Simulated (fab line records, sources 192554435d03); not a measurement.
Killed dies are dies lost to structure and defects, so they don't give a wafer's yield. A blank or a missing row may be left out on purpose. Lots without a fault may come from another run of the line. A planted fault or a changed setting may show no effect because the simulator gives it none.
Split-lot experiment | flow n5_finfet | 7 lots, 21 wafers read, on a route of 1938 steps

THE SPLIT
At N5_BEOL_M9_COAT_60 (time 60 s, resist thk 30 nm), the setting spin_rpm was moved away from the recipe's 1500 rpm on 6 of the 21 wafers read, by +3.1% to +9.5%. The other wafers ran this setting at the recipe's value.

The reading is taken at the split's own step.

THE READING
SiARC_of_BEOL_M9_COAT_60.thk_nm (the simulator's own value, which no gauge read), in nm, at N5_BEOL_M9_COAT_60 (time 60 s, resist thk 30 nm). The file gives no usual value for it. The 15 wafers here that ran the recipe average 30.0 nm, standard deviation 0.13 nm.

wafer  | tool, chamber at the split | spin_rpm as run, rpm | against the recipe | SiARC_of_BEOL_M9_COAT_60.thk_nm, nm | against lot-mates on the recipe
L077.1 | litho_track-03, 0          | 1500                 | recipe             | 30                                  | -
L077.2 | litho_track-03, 0          | 1500                 | recipe             | 30                                  | -
L077.3 | litho_track-03, 0          | 1500                 | recipe             | 30                                  | -
L079.3 | litho_track-01, 0          | 1546                 | +3.1%              | 29.6                                | -0.4
L079.6 | litho_track-01, 0          | 1546                 | +3.1%              | 29.6                                | -0.4
L079.4 | litho_track-01, 0          | 1500                 | recipe             | 30                                  | -
L082.2 | litho_track-05, 0          | 1500                 | recipe             | 30                                  | -
L082.3 | litho_track-05, 0          | 1500                 | recipe             | 30.2                                | -
L082.4 | litho_track-05, 0          | 1500                 | recipe             | 30.2                                | -
L084.1 | litho_track-01, 0          | 1643                 | +9.5%              | 28.6                                | -1.4
L084.5 | litho_track-01, 0          | 1643                 | +9.5%              | 28.6                                | -1.4
L084.4 | litho_track-01, 0          | 1500                 | recipe             | 30                                  | -
L085.1 | litho_track-03, 0          | 1500                 | recipe             | 30.2                                | -
L085.4 | litho_track-03, 0          | 1500                 | recipe             | 30                                  | -
L085.5 | litho_track-03, 0          | 1500                 | recipe             | 30                                  | -
L087.2 | litho_track-03, 0          | 1500                 | recipe             | 29.8                                | -
L087.3 | litho_track-03, 0          | 1500                 | recipe             | 29.8                                | -
L087.4 | litho_track-03, 0          | 1500                 | recipe             | 29.8                                | -
L097.3 | litho_track-05, 0          | 1500                 | recipe             | 30                                  | -
L097.5 | litho_track-05, 0          | 1590                 | +6.0%              | 29.2                                | -0.8
L097.6 | litho_track-05, 0          | 1590                 | +6.0%              | 29.2                                | -0.8

THE FIT
A straight line over all 21 wafers: SiARC_of_BEOL_M9_COAT_60.thk_nm changes by -0.143 nm for each +1% of spin_rpm; r = -0.97; the points scatter about the line by 0.12 nm.
The same after taking each lot's own level away (the mean of its wafers on the recipe; 21 wafers): -0.143 nm for each +1%; r = -0.99; scatter 0.059 nm.
On that fit, the largest move of spin_rpm shifts the reading by 1.4 nm.
The lots' own levels span 29.80 to 30.13 nm, that is 2.6 times the standard deviation above.
So the lot-to-lot level changes the slope little: the two slopes agree.
Check: with one of the wafers moved furthest among these (+9.5%) left out of the fit, the line predicts -1.33 nm for it against its lot-mates. It came out at -1.4 nm against them.

OTHER SPLITS ON THESE WAFERS
These wafers also went through other splits before the reading. Each is held against what the fit with the lots' levels taken away leaves over:
other split on the same wafers   | wafers away from the commonest value | r with SiARC_of_BEOL_M9_COAT_60.thk_nm (lot level and that fit taken away)
N5_BEOL_M6_TRENCH_ETCH_37 time_s | 4                                    | -0.01
N5_BEOL_M7_TRENCH_ETCH_37 bias_w | 9                                    | -0.12
N5_BEOL_M7_ETCH_41 source_w      | 3                                    | +0.45
N5_BEOL_M8_EXPOSE_25 dose_mj     | 5                                    | +0.05
N5_BEOL_M8_ETCH_66 source_w      | 7                                    | -0.07

THE FILE'S OWN FIT
SiARC_of_BEOL_M9_COAT_60.thk_nm changes by -0.142 nm for each +1% of spin_rpm, r = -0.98.
